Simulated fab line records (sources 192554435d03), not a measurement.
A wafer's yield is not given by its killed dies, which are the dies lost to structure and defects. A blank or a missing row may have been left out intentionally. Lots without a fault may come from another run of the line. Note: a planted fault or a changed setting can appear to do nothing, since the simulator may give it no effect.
fab line records	flow n5_finfet
[record] lots = 5	wafers = 15	last_day = 18
route steps=1938 shown BEOL_M5@1141 PASSIVATION@1936
lots that met no fault: from a run of the same line without faults
start_h: the number of hours between the record's first day and the start of the first shown wafer of the lot	wait_h: how many hours have passed since the lot's step before this one	" identical to the entry in the row above	L1.1+2: a single row standing in for several wafers	- value missing, or start not given	* or withheld: withheld	< > ~ a bound
route shown NAME@n: names a module that has steps shown in the file, with the first one's number in the route	usual: mean/standard deviation of fault-free wafers	same: alike in all rows	chamber/n: place in a boat	sites: each site's reading	_std_site: the standard deviation of these	_edge_site: mean of outer sites minus mean of inner sites	radius_mm: for every site, how far away it sits from the centre of the wafer	mask NAME#n: copy n	behind: the most recent tool/chamber to have shaped the wafer	hold: why the lot went on hold/how many hours it stayed there/how the hold came to an end	device: names the non-switching transistor (n, p or np)	end of line: tests of these same wafers at the route's end	for a step that has no rows: nothing shown but its recipe	killed: count of dies lost to structure and defects at first sort (not the wafer's yield)	map: the dies of a wafer, with x for killed, . for not killed, _ for no die there
set.NAME: the setting that was run; set.NAME@STEP: the one run at that earlier step	model.NAME: the simulator's own value behind a step, which no gauge read
lots at selected steps of the route; one table per step, one row per wafer
services: a tool's chamber out of use, with start hour (start_h, from the record's first day; less than 0 if before it), hours out, and reason
[[steps]]
[step N5_BEOL_M5_COAT_74]
[recipe] resist = underlayer	temp_c = 205	time_s = 60	spin_rpm = 1500	resist_thk_nm = 5
[step N5_BEOL_M5_COAT_22]
[recipe] resist = CAR-EUV	spin_rpm = 1500	resist_thk_nm = 30
[step N5_BEOL_M5_EBR_24]
[recipe] solvent = PGMEA	ebr_width_mm = 1.5
[step N5_BEOL_M5_SOFTBAKE_23]
[recipe] temp_c = 110	time_s = 60	resist = CAR-EUV
[step N5_BEOL_M5_EXPOSE_25]
[recipe] mask_id = V4	na = 0.33	source_shape = quasar	sigma_inner = 0.2	sigma_outer = 0.6	polarization = unpolarized	defocus_nm = 10	dose_mj = 52.75
[step N5_BEOL_M5_PEB_26]
[recipe] peb_temp_c = 100	peb_time_s = 60	resist = CAR-EUV
[step N5_BEOL_M5_DEVELOP_27]
[recipe] develop_time_s = 30	developer = TMAH	resist = CAR-EUV	rinse_liquid = surfactant_rinse	dry = air_spin	dev_temp_c = 23
[step N5_BEOL_M5_CD_MEAS_28]
[recipe] target_cd_nm = 30.6	landing_energy_ev = 500	detector = se_inlens	target_cd_y_nm = 20	polarity = opening
[usual] cd_nm = 30.63/0.26
lot.wafer	tool	chamber	start_h	wait_h	cd_nm
L896.3	cd_sem-01	0	183.18	-	30.69
L896.4	"	0	"	"	30.60
L896.5	"	0	"	"	30.54
L902.1	cd_sem-03	0	230.22	-	30.59
L902.2	"	0	"	"	30.85
L902.3	"	0	"	"	30.23
L911.2	cd_sem-01	0	299.41	-	30.33
L911.3	"	0	"	"	31.05
L911.5	"	0	"	"	30.83
L914.2	cd_sem-03	0	305.79	-	30.35
L914.4	"	0	"	"	30.63
L914.5	"	0	"	"	30.80
L913.1	cd_sem-02	0	311.45	-	30.46
L913.2	"	0	"	"	30.80
L913.6	"	0	"	"	30.80
[step N5_BEOL_M5_OVL_MEAS_29]
[recipe] points_per_wafer = 522
[usual] V4_OVL = -0.2/0.69
lot.wafer	tool	chamber	start_h	wait_h	V4_OVL[nm]
L896.3	overlay-01	0	183.22	0.0	-0.3
L896.4	"	0	"	"	-1.6
L896.5	"	0	"	"	-0.2
L902.1	overlay-01	0	230.25	0.0	0.2
L902.2	"	0	"	"	-1.3
L902.3	"	0	"	"	-1.0
L911.2	overlay-01	0	299.44	0.0	1.2
L911.3	"	0	"	"	0.7
L911.5	"	0	"	"	-0.3
L914.2	overlay-02	0	305.82	0.0	2.4
L914.4	"	0	"	"	0.5
L914.5	"	0	"	"	1.2
L913.1	overlay-02	0	311.49	0.0	-0.9
L913.2	"	0	"	"	-0.8
L913.6	"	0	"	"	-0.8
[step N5_BEOL_M5_INSPECT_30]
[recipe] mode = adi	inspect_instrument = brightfield
[usual] raw_defect_count = 427/87
lot.wafer	tool	chamber	start_h	wait_h	raw_defect_count
L896.3	defect_inspect-01	-	183.26	0.0	375
L896.4	"	-	"	"	433
L896.5	"	-	"	"	406
L902.1	defect_inspect-02	-	230.31	0.1	414
L902.2	"	-	"	"	398
L902.3	"	-	"	"	410
L911.2	defect_inspect-02	-	299.49	0.0	440
L911.3	"	-	"	"	377
L911.5	"	-	"	"	386
L914.2	defect_inspect-01	-	305.87	0.0	446
L914.4	"	-	"	"	455
L914.5	"	-	"	"	403
L913.1	defect_inspect-01	-	311.54	0.1	457
L913.2	"	-	"	"	361
L913.6	"	-	"	"	490
[step N5_BEOL_M5_DESCUM_33]
[recipe] chemistry = O2	time_s = 7	source_power_w = 50	bias_power_w = 20	pressure_mtorr = 20	rf_frequency_hz = 2.712e+07	temp_c = 40	resist = CAR-EUV	o2_flow_sccm = 225
[step N5_BEOL_M5_ETCH_75]
[recipe] chemistry = N2/H2	target = underlayer	target_depth_a = 65	mask_material = CAR-EUV	time_s = 5.2	ion_energy_ev = 200	pressure_mtorr = 30	source_w = 840	bias_w = 150	n2_flow_sccm = 200	h2_flow_sccm = 200	ends = cleared
[step N5_BEOL_M5_ETCH_67]
[recipe] chemistry = CF4	target = SiARC	target_depth_a = 156	mask_material = CAR-EUV	time_s = 26	ion_energy_ev = 80	pressure_mtorr = 40	source_w = 545	bias_w = 36	Ar_flow_sccm = 100	cf4_flow_sccm = 100	ends = cleared
[usual] drypump_motor_current_A = 5.4/0.32	etch_rf_on_time_s = 25.7/0.44	oes_product_au = 0.70/0.079	rf_vpp_V = 183.9/1.2	showerhead_plenum_p_Torr = 2.13/0.067	throttle_valve_pct = 15.54/0.2
lot.wafer	tool	chamber	start_h	wait_h	drypump_motor_current_A	etch_rf_on_time_s	oes_product_au	rf_hours_counter_h	rf_vpp_V	showerhead_plenum_p_Torr	throttle_valve_pct
L896.3	rie_diel-06	2	183.35	0.0	5.4	26.4	0.58	249	182.7	2.03	15.95
L896.4	"	3	"	"	5.8	26.3	0.80	18	183.6	2.10	15.45
L896.5	"	2	"	"	5.4	26.4	0.58	-	183.4	2.03	15.96
L902.1	rie_diel-04	2	230.71	0.0	5.9	25.8	0.82	6	184.4	2.28	15.57
L902.2	"	1	"	"	5.1	25.7	0.63	150	183.6	2.14	15.37
L902.3	"	3	"	"	5.6	25.8	0.74	69	183.2	2.09	15.27
L911.2	rie_diel-06	0	299.58	0.0	5.2	26.3	0.62	187	182.8	2.13	16.05
L911.3	"	2	"	"	5.4	25.8	0.78	18	185.3	2.27	15.49
L911.5	"	0	"	"	5.3	26.1	0.62	-	184.0	2.13	16.04
L914.2	rie_diel-04	0	305.96	0.0	5.1	25.5	0.77	36	183.5	2.09	15.64
L914.4	"	2	"	"	5.8	25.3	0.79	24	184.4	2.27	15.59
L914.5	"	1	"	"	5.2	25.2	0.63	-	184.1	2.13	15.41
L913.1	rie_diel-02	1	312.07	0.0	5.8	25.2	0.80	13	184.4	2.19	15.23
L913.2	"	3	"	"	5.2	26.8	0.58	246	181.0	2.11	15.57
L913.6	"	1	"	"	5.8	25.5	0.79	-	184.5	2.19	15.24
[step N5_BEOL_M5_ETCH_68]
[recipe] chemistry = N2/H2	target = SOC	target_depth_a = 800	overetch_a = 160	mask_material = SiARC	temp_c = 40	time_s = 120	ion_energy_ev = 200	pressure_mtorr = 30	source_w = 840	bias_w = 150	n2_flow_sccm = 200	h2_flow_sccm = 200
[usual] drypump_motor_current_A = 5.4/0.33	oes_product_au = 0.62/0.067	rf_vpp_V = 523.5/2.5	showerhead_plenum_p_Torr = 2.53/0.084	throttle_valve_pct = 17.78/0.2
lot.wafer	tool	chamber	start_h	wait_h	drypump_motor_current_A	oes_product_au	rf_hours_counter_h	rf_vpp_V	showerhead_plenum_p_Torr	throttle_valve_pct
L896.3	rie_diel-06	2	183.38	0.0	5.4	0.52	249	520.8	2.40	18.15
L896.4	"	3	"	"	5.9	0.72	18	522.6	2.50	17.82
L896.5	"	2	"	"	5.4	0.52	-	520.8	2.40	18.14
L902.1	rie_diel-04	2	230.73	0.0	5.8	0.73	6	529.0	2.72	17.87
L902.2	"	1	"	"	5.2	0.57	150	523.9	2.54	17.58
L902.3	"	3	"	"	5.6	0.65	69	523.1	2.47	17.44
L911.2	rie_diel-06	0	299.61	0.0	5.3	0.55	187	522.5	2.52	18.15
L911.3	"	2	"	"	5.3	0.70	18	529.4	2.71	17.75
L911.5	"	0	"	"	5.3	0.56	-	524.2	2.52	18.14
L914.2	rie_diel-04	0	305.99	0.0	5.2	0.68	36	522.9	2.48	17.96
L914.4	"	2	"	"	5.9	0.70	24	527.7	2.71	17.88
L914.5	"	1	"	"	5.2	0.55	-	523.8	2.53	17.61
L913.1	rie_diel-02	1	312.10	0.0	5.8	0.70	13	525.5	2.60	17.51
L913.2	"	3	"	"	5.2	0.53	246	522.0	2.50	17.76
L913.6	"	1	"	"	5.9	0.70	-	525.3	2.60	17.50
[step N5_BEOL_M5_STRIP_69]
[recipe] chemistry = N2/H2	temp_c = 40	n2_flow_sccm = 200	h2_flow_sccm = 200	rf_frequency_hz = 6e+07
[step N5_BEOL_M5_STRIP_76]
[recipe] chemistry = N2/H2	temp_c = 40	n2_flow_sccm = 200	h2_flow_sccm = 200	rf_frequency_hz = 6e+07
[step N5_BEOL_M5_VIA_ETCH_34]
[recipe] chemistry = C4F6/O2	target = SiCOH_lowk	target_depth_a = 883	mask_material = SOC	taper_deg = 4	time_s = 39.2	ion_energy_ev = 250	pressure_mtorr = 30	source_w = 345	bias_w = 185	Ar_flow_sccm = 300	C4F6_flow_sccm = 10	O2_flow_sccm = 10
[step N5_BEOL_M5_STRIP_85]
[recipe] chemistry = C4F6/O2	resist = SiARC	rf_frequency_hz = 6e+07
[step N5_BEOL_M5_STRIP_36]
[recipe] chemistry = N2/H2	power_w = 450	temp_c = 40	pressure_mtorr = 20	rf_frequency_hz = 6e+07	overash_fraction = 0.3	bias_power_w = 7	h2_frac = 0.5	n2_flow_sccm = 200	h2_flow_sccm = 200
[step N5_BEOL_M5_TRENCH_ETCH_37]
[recipe] chemistry = C4F6/O2	target_depth_a = 716.52	target = SiCOH_lowk	time_s = 24.7	ion_energy_ev = 250	pressure_mtorr = 30	source_w = 345	bias_w = 185	Ar_flow_sccm = 300	C4F6_flow_sccm = 10	O2_flow_sccm = 10
[usual] O2_flow_sccm = 10.00/0.03	drypump_motor_current_A = 5.4/0.32	oes_product_au = 0.82/0.092	rf_vpp_V = 663/6.1	showerhead_plenum_p_Torr = 2.84/0.09	throttle_valve_pct = 20.88/0.21
lot.wafer	tool	chamber	start_h	wait_h	O2_flow_sccm	drypump_motor_current_A	oes_product_au	rf_hours_counter_h	rf_vpp_V	showerhead_plenum_p_Torr	throttle_valve_pct
L896.3	rie_diel-06	2	-	-	10.02	5.4	0.67	249	666	2.70	21.22
L896.4	"	3	"	"	10.01	5.9	0.93	18	661	2.79	20.80
L896.5	"	2	"	"	9.97	5.4	0.68	-	667	2.70	21.22
L902.1	rie_diel-04	2	-	-	10.04	5.8	0.96	6	671	3.04	21.01
L902.2	"	1	"	"	10.02	5.2	0.75	150	665	2.85	20.68
L902.3	"	3	"	"	10.01	5.6	0.86	69	661	2.77	20.57
L911.2	rie_diel-06	0	-	-	10.00	5.2	0.72	187	667	2.84	21.36
L911.3	"	2	"	"	9.98	5.3	0.90	18	679	3.03	20.91
L911.5	"	0	"	"	9.99	5.3	0.72	-	667	2.84	21.38
L914.2	rie_diel-04	0	-	-	10.01	5.1	0.90	36	655	2.78	21.03
L914.4	"	2	"	"	9.97	5.8	0.93	24	671	3.03	21.03
L914.5	"	1	"	"	10.02	5.2	0.73	-	667	2.84	20.70
L913.1	rie_diel-02	1	-	-	10.05	5.8	0.93	13	668	2.90	20.53
L913.2	"	3	"	"	9.95	5.2	0.68	246	660	2.80	20.79
L913.6	"	1	"	"	10.03	5.8	0.94	-	667	2.90	20.54
[step N5_BEOL_M5_ETCH_41]
[recipe] chemistry = CH3F/O2	target = SiCN	target_depth_a = 315	taper_deg = 2	time_s = 56.7	ion_energy_ev = 120	mask_material = TiN	pressure_mtorr = 30	source_w = 395	bias_w = 75	Ar_flow_sccm = 150	CH3F_flow_sccm = 30	O2_flow_sccm = 20
[step N5_BEOL_M5_STRIP_91]
[recipe] chemistry = N2/H2	time_s = 10	power_w = 450	temp_c = 40	pressure_mtorr = 20	rf_frequency_hz = 6e+07	bias_power_w = 7	n2_flow_sccm = 200	h2_flow_sccm = 200
[step N5_BEOL_M5_OCD_MEAS_38]
[usual] trench_depth_nm = 72.0/1.1
lot.wafer	tool	chamber	start_h	wait_h	trench_depth_nm
L896.3	ocd-02	-	183.72	-	69.9
L896.4	"	-	"	"	71.5
L896.5	"	-	"	"	69.5
L902.1	ocd-02	-	231.07	-	72.6
L902.2	"	-	"	"	73.0
L902.3	"	-	"	"	72.0
L911.2	ocd-02	-	299.95	-	70.5
L911.3	"	-	"	"	71.8
L911.5	"	-	"	"	70.4
L914.2	ocd-01	-	306.33	-	72.8
L914.4	"	-	"	"	73.6
L914.5	"	-	"	"	73.1
L913.1	ocd-01	-	312.43	-	73.9
L913.2	"	-	"	"	71.1
L913.6	"	-	"	"	74.8
[step N5_BEOL_M5_HM_STRIP_39]
[recipe] chemistry = peroxide_tin_strip	material = TiN	target_depth_a = 250	temp_c = 50	time_s = 158
[step N5_BEOL_M5_SRD_40]
[recipe] time_s = 30	temp_c = 23	rinse_liquid = diw	dry = ipa_marangoni
[step N5_BEOL_M5_PRECLEAN_42]
[recipe] chemistry = residue_remover	time_s = 60	temp_c = 40
[step N5_BEOL_M5_SRD_43]
[recipe] time_s = 30	temp_c = 23	rinse_liquid = diw	dry = ipa_marangoni
[step N5_BEOL_M5_CD_MEAS_35]
[recipe] target_cd_nm = 28	target_cd_y_nm = 24	polarity = opening
[usual] cd_nm = 27.97/0.28
lot.wafer	tool	chamber	start_h	wait_h	cd_nm
L896.3	cd_sem-03	-	183.87	0.0	27.64
L896.4	"	-	"	"	28.08
L896.5	"	-	"	"	27.85
L902.1	cd_sem-03	-	231.23	0.0	28.09
L902.2	"	-	"	"	28.02
L902.3	"	-	"	"	27.96
L911.2	cd_sem-03	-	300.10	0.0	28.36
L911.3	"	-	"	"	28.14
L911.5	"	-	"	"	28.08
L914.2	cd_sem-03	-	306.48	0.0	28.11
L914.4	"	-	"	"	28.18
L914.5	"	-	"	"	28.09
L913.1	cd_sem-01	-	312.59	0.0	28.03
L913.2	"	-	"	"	28.09
L913.6	"	-	"	"	28.16
[step N5_BEOL_M5_CURE_80]
[recipe] temp_c = 370	time_s = 120	ambient = DMADMS/He	material = SiCOH_lowk
[usual] lamp_power_pct = 52.31/0.055	wafer_temp_C_max = 371.6/0.45
lot.wafer	tool	chamber	start_h	wait_h	lamp_power_pct	wafer_temp_C_max
L896.3	uv_cure-02	1	184.01	0.1	52.27	371.7
L896.4	"	1	"	"	52.29	371.6
L896.5	"	1	"	"	52.40	371.4
L902.1	uv_cure-03	1	231.27	0.0	52.28	371.5
L902.2	"	1	"	"	52.32	371.7
L902.3	"	1	"	"	52.26	371.7
L911.2	uv_cure-03	1	300.19	0.1	52.27	371.2
L911.3	"	1	"	"	52.29	371.3
L911.5	"	1	"	"	52.27	371.6
L914.2	uv_cure-02	2	306.57	0.1	52.25	372.2
L914.4	"	2	"	"	52.30	372.3
L914.5	"	2	"	"	52.30	371.4
L913.1	uv_cure-03	0	312.63	0.0	52.28	371.7
L913.2	"	0	"	"	52.31	371.8
L913.6	"	0	"	"	52.40	371.2
[step N5_BEOL_M5_DEGAS_44]
[recipe] ambient = vacuum	temp_c = 250	time_s = 60
[step N5_BEOL_M5_PRE_CLEAN_45]
[recipe] gas = H2/He	time_s = 30	temp_c = 250
[step N5_BEOL_M5_ALD_86]
[recipe] material = TaN	target_thk_a = *	temp_c = 275	ald_precursor_family = PDMAT	ald_co_reactant = NH3	pressure_torr = 3	carrier_flow_sccm = 1500	pulse_time_s = 2	purge_time_s = 3	co_reactant_purge_time_s = 2	co_reactant_pulse_time_s = 3	ald_cycles = 30	precursor_vessel_temp_c = 75	precursor_vessel_pressure_torr = 26.25	precursor_vessel_carrier_sccm = 1000
[step N5_BEOL_M5_SURFACE_TREAT_87]
[recipe] gas = Ar	time_s = *	ion_energy_ev = *	ion_current_ma_cm2 = 0.5	pressure_mtorr = *	ar_flow_sccm = 30
[step N5_BEOL_M5_CVD_47]
[recipe] material = Co	target_thk_a = 30	temp_c = withheld	precursor = CCTBA/H2	pressure_torr = 30	time_s = 216
[step N5_BEOL_M5_SPUTTER_48]
[recipe] material = Cu	target_thk_a = 150	temp_c = -20	chamber_pressure_pa = 0.07	power_w = withheld	time_s = 27.62
[step N5_BEOL_M5_ANNEAL_49]
[recipe] temp_c = 400	time_s = 1800	ambient = vacuum
[usual] heater_power_w = 818/62
lot.wafer	tool	chamber	start_h	wait_h	heater_power_w
L896.3	pvd_sputter-03	-	185.20	0.0	828
L896.4	"	-	"	"	789
L896.5	"	-	"	"	832
L902.1	pvd_sputter-03	-	232.89	0.0	842
L902.2	"	-	"	"	780
L902.3	"	-	"	"	844
L911.2	pvd_sputter-02	-	301.51	0.0	701
L911.3	"	-	"	"	839
L911.5	"	-	"	"	707
L914.2	pvd_sputter-03	-	307.57	0.0	854
L914.4	"	-	"	"	859
L914.5	"	-	"	"	769
L913.1	pvd_sputter-03	-	315.61	0.0	843
L913.2	"	-	"	"	846
L913.6	"	-	"	"	794
[step N5_BEOL_M5_SPUTTER_81]
[recipe] material = Cu	target_thk_a = 150	temp_c = -20	chamber_pressure_pa = 0.07	power_w = withheld	time_s = 27.62
[step N5_BEOL_M5_ANNEAL_82]
[recipe] temp_c = 400	time_s = 1800	ambient = vacuum
[step N5_BEOL_M5_SPUTTER_83]
[recipe] material = Cu	target_thk_a = 150	temp_c = -20	chamber_pressure_pa = 0.07	power_w = withheld	time_s = 27.62
[step N5_BEOL_M5_ANNEAL_84]
[recipe] temp_c = 400	time_s = 1800	ambient = vacuum
[step N5_BEOL_M5_SPUTTER_88]
[recipe] material = Cu	target_thk_a = 150	temp_c = -20	chamber_pressure_pa = 0.07	power_w = withheld	time_s = 27.62
[usual] throttle_valve_pct = 29.7/0.83
lot.wafer	tool	chamber	start_h	wait_h	throttle_valve_pct
L896.3	pvd_sputter-03	-	188.38	0.5	28.7
L896.4	"	-	"	"	28.9
L896.5	"	-	"	"	30.5
L902.1	pvd_sputter-03	-	236.07	0.5	30.6
L902.2	"	-	"	"	28.8
L902.3	"	-	"	"	28.6
L911.2	pvd_sputter-02	-	304.69	0.5	29.9
L911.3	"	-	"	"	29.2
L911.5	"	-	"	"	29.8
L914.2	pvd_sputter-03	-	310.75	0.5	28.9
L914.4	"	-	"	"	30.4
L914.5	"	-	"	"	30.2
L913.1	pvd_sputter-03	-	318.79	0.5	28.8
L913.2	"	-	"	"	30.5
L913.6	"	-	"	"	30.4
[step N5_BEOL_M5_ANNEAL_89]
[recipe] temp_c = 400	time_s = 1800	ambient = vacuum
[step N5_PASSIVATION_PROBE_49]
[usual] defect_limited_yield = 91.2/1.2	killed_at_M0_to_M3 = 34/9.9	killed_at_M4_up = 14/5.7	killed_at_contacts = 13/6.3	killed_at_front_end = 39/9.9	killed_at_other = 3.7/2.8	killed_dies = 104/15	killed_open = 68/12	killed_short = 34/6.7	sort_bin_5_function = 5.2/0.9	sort_bin_6_memory = 3.3/0.57	sort_n_pass = 1076/15	sort_yield_pct = 91.2/1.2
[same] gross_dies = 1180	killed_at_back_side = 0	sort_bin_4_leakage[%] = 0	sort_bin_8_speed[%] = 0
lot.wafer	tool	chamber	start_h	wait_h	defect_limited_yield[%]	killed_at_M0_to_M3	killed_at_M4_up	killed_at_contacts	killed_at_front_end	killed_at_other	killed_dies	killed_open	killed_short	sort_bin_5_function[%]	sort_bin_6_memory[%]	sort_n_pass	sort_yield_pct[%]
L902.1	prober-01	-	330.12	0.0	92.3	28	11	7	41	4	91	49	37	3.8	3.1	1089	92.3
L902.2	prober-01	-	330.17	0.1	90.2	31	21	16	46	2	116	72	43	4.8	4.4	1064	90.2
L902.3	prober-01	-	330.22	0.1	82.6	26	129	8	37	5	205	52	33	11.4	3.7	975	82.6
L913.1	prober-01	-	422.67	0.0	91.4	33	16	6	36	10	101	63	38	4.5	3.6	1079	91.4
L913.6	prober-01	-	422.92	0.3	92.9	33	11	9	28	3	84	54	28	3.7	3.1	1096	92.9
// killed by level:class
L902.1 FIN_SAQP:geometric_particle:open=9 BEOL_M0_SAQP:geometric_particle:short=9 FIN_SAQP:geometric_particle:short=7 MOL_CONTACT_COAG:geometric_particle:open=7 BEOL_M4:geometric_particle:open=5 BEOL_M3:geometric_particle:open=5 HKMG_FIN:area_etch=5 DUMMY_GATE:geometric_particle:open=4
L902.2 FIN_SAQP:geometric_particle:open=11 MOL_CONTACT_COAG:geometric_particle:open=11 BEOL_M4:geometric_particle:open=11 FIN_SAQP:geometric_particle:short=10 BEOL_M0_SAQP:geometric_particle:short=7 BEOL_M3:geometric_particle:open=7 BEOL_M1:geometric_particle:open=6 DUMMY_GATE:geometric_particle:open=5
L902.3 BEOL_M5:unspecified=118 FIN_SAQP:geometric_particle:open=17 FIN_SAQP:geometric_particle:short=10 BEOL_M3:geometric_particle:open=8 BEOL_M4:geometric_particle:open=7 MOL_CONTACT_COAG:geometric_particle:open=6 BEOL_M0_SAQP:geometric_particle:short=5 STI_FIN_REVEAL:geometric_particle:open=2
L913.1 BEOL_M3:geometric_particle:open=9 BEOL_M2:geometric_particle:open=8 FIN_SAQP:geometric_particle:short=7 BEOL_M1:geometric_particle:open=6 GATE_CUT:geometric_particle:short=6 MOL_CONTACT_COAG:geometric_particle:open=6 BEOL_M2:geometric_particle:short=6 BEOL_M6:geometric_particle:open=5
L913.6 BEOL_M3:geometric_particle:open=10 BEOL_M2:geometric_particle:open=8 GATE_CUT:geometric_particle:short=7 MOL_CONTACT_COAG:geometric_particle:open=7 FIN_SAQP:geometric_particle:short=5 BEOL_M4:geometric_particle:open=5 FIN_SAQP:geometric_particle:open=4 STI_FIN_REVEAL:geometric_particle:open=4
// map L902.3 (x killed, . not)
_________________............________________
______________.................._____________
___________....x..x................__________
__________..x...xx.....xx..x........_________
________.............x..x...x........._______
_______.........xxxx...xxxx.x..x.......______
______.x.........x.xxxxxxxxxx.....x....._____
_____.........x...xxxxxxxxxxxxxx...x.....____
____.........x...xxxxxxxxxxxxxx.........x.___
___.......x..x..xxxxxxxxxxxxxx.............__
___.......x....x.xxxxxxxxxxxxx.............__
__........x....xxxxxxxxxxxxxxxx.x..........._
__.....x.........x.xxxxxxxxxx..............._
_..........x.......x.xxxxxxx..xxx.......x....
_........x...x....x....xxx...........x.......
_......x.x..........x.x...xx.................
_........x..x...............................x
_...........x..x.x......x.x.....x.....x....x.
_...xx..............x.....x.....x............
_x.x......x.x.......xxx.........x............
_..................x.........................
__................................x........._
__...................x......................_
___...........x.......x..................xx__
___..........................x..........x..__
____...x.......x..........................___
_____.................x..................____
______........................x.......x._____
_______..............................xx______
________.....x..x.x..x................_______
__________.....x..x....x............_________
___________.xx..x..................__________
______________....x...........x._____________
_________________............________________
// map L914.5 (x killed, . not)
_________________..x.......x.________________
______________..x..............._____________
___________.........x.....x........__________
__________.................x....x..._________
________...x................x........._______
_______.x..x...........................______
______.x...x......xx...........x......x._____
_____............x....x..................____
____......x.x...........x.................___
___...x........................x..x........__
___........................................__
__.....................................x...x_
__......x.......xx.........................._
_x........x..x.x...........................x.
_.........x......x.........x.x...x...x.......
_......x......x....x.....xx.....x....x.......
_...............x..........x.............x.x.
_....x.......x....x.............x..x.........
_x.......x....x.............x...x.......x....
_..x..........................x.......x......
_..x......x.......x.....x.......xx...........
__....x...xx.......x.............x......x..._
__.x......x................x....x..........._
___.............x....x...........x.........__
___....................x........x..........__
____..........x..x....x.............x.....___
_____......x..........x...............x..____
______..........................x......._____
_______...........................x.x..______
________x.............x.x............._______
__________....................x....._________
___________.............xx.........__________
______________x............x...._____________
_________________........x...________________
[[services]]
tool	chamber	start_h	hours	kind
rie_diel-04	2	180.35	-	clean
rie_diel-04	2	180.35	-	consumable_replace:focus_ring
rie_diel-04	2	180.35	-	consumable_replace:showerhead
rie_diel-04	2	180.35	21.4	scheduled_down
rie_diel-04	2	180.35	21.4	vent_cycle
rie_diel-02	0	191.13	3.1	repair
rie_diel-02	2	193.27	4.3	repair
rie_diel-06	1	198.84	10.4	repair
rie_diel-06	2	209.57	-	clean
rie_diel-06	2	209.57	-	consumable_replace:focus_ring
rie_diel-06	2	209.57	-	consumable_replace:showerhead
rie_diel-06	2	209.57	24.3	scheduled_down
rie_diel-06	2	209.57	24.3	vent_cycle
rie_diel-04	2	219.67	1.4	repair
rie_diel-04	2	236.89	15.1	repair
rie_diel-02	1	242.96	-	clean
rie_diel-02	1	242.96	-	consumable_replace:focus_ring
rie_diel-02	1	242.96	20.4	scheduled_down
rie_diel-02	1	242.96	20.4	vent_cycle
rie_diel-06	2	250.86	1.7	repair
rie_diel-02	-	260.37	0.3	repair
rie_diel-06	2	282.66	7.5	repair
[[key]]
[first_sign] step = N5_PASSIVATION_PROBE_49	reading = killed_at_M4_up	direction = up	sigmas = 20	usual = 14	struck = 129
[effect] step = N5_PASSIVATION_PROBE_49	reading = defect_limited_yield	direction = down	sigmas = 6.9	usual = 91.2	struck = 82.6
[more_kills_born_at] N5_BEOL_M5_ETCH_67@rie_diel-04 = 118
met_at N5_BEOL_M5_ETCH_67
struck_wafers L902.3
[fault] kind = chamber_particle_source	tool = rie_diel-04	chamber = 3	onset_h = 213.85	steps = N5_BEOL_M5_ETCH_67	rate_per_visit_cm2 = 0.77792	end_h = 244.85
